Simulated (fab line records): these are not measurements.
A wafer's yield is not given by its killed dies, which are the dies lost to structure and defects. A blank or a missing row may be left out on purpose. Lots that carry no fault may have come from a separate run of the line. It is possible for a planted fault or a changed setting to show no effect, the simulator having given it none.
Matching of chambers | flow n5Finfet | N5_BEOL_M10_PECVD_70 on pecvd-04 has 3 sister chambers
The step deposits SiO2 from TEOS/O2, target thk 20 nm, time 22.7 s. 3 wafers are shown with their chamber, then 11 later ones without.

== EACH WAFER AND ITS CHAMBER ==
wafer  | chamber | throttleValvePct (%)
L086.6 | 0       | 21.5
L087.1 | 2       | 19.3
L089.1 | 1       | 22.6

== WAFERS MISSING THEIR CHAMBER ==
wafer  | throttleValvePct (%)
L089.5 | 19.3
L089.6 | 22.7
L092.1 | 19.3
L092.2 | 22.8
L092.4 | 19.5
L095.3 | 21.7
L095.4 | 21.5
L095.6 | 19.4
L096.1 | 21.6
L096.4 | 19.5
L096.5 | 21.5

== WHICH CHAMBER EACH ONE RAN IN ==
wafer  | from the rows above | in truth
L089.5 | 2                   | 2
L089.6 | 1                   | 1
L092.1 | 2                   | 2
L092.2 | 1                   | 1
L092.4 | 2                   | 2
L095.3 | 0                   | 0
L095.4 | 0                   | 0
L095.6 | 2                   | 2
L096.1 | 0                   | 0
L096.4 | 2                   | 2
L096.5 | 0                   | 0
11 of 11 placed correctly. Left unplaced by these rows: 0. 0 placed wrongly.
How it was worked out, from the rows above alone: a wafer's distance from a chamber is the root of the sum, over the readings, of the square of ((its reading less the chamber's mean) divided by the reading's scatter). The wafer belongs to the nearest chamber; if the next one is less than 2 further off, it can't be placed. Each chamber's mean is taken over the wafers shown for it. The scatter: root of mean squared gap, hidden wafer to nearest shown wafer, with one shown wafer a chamber.
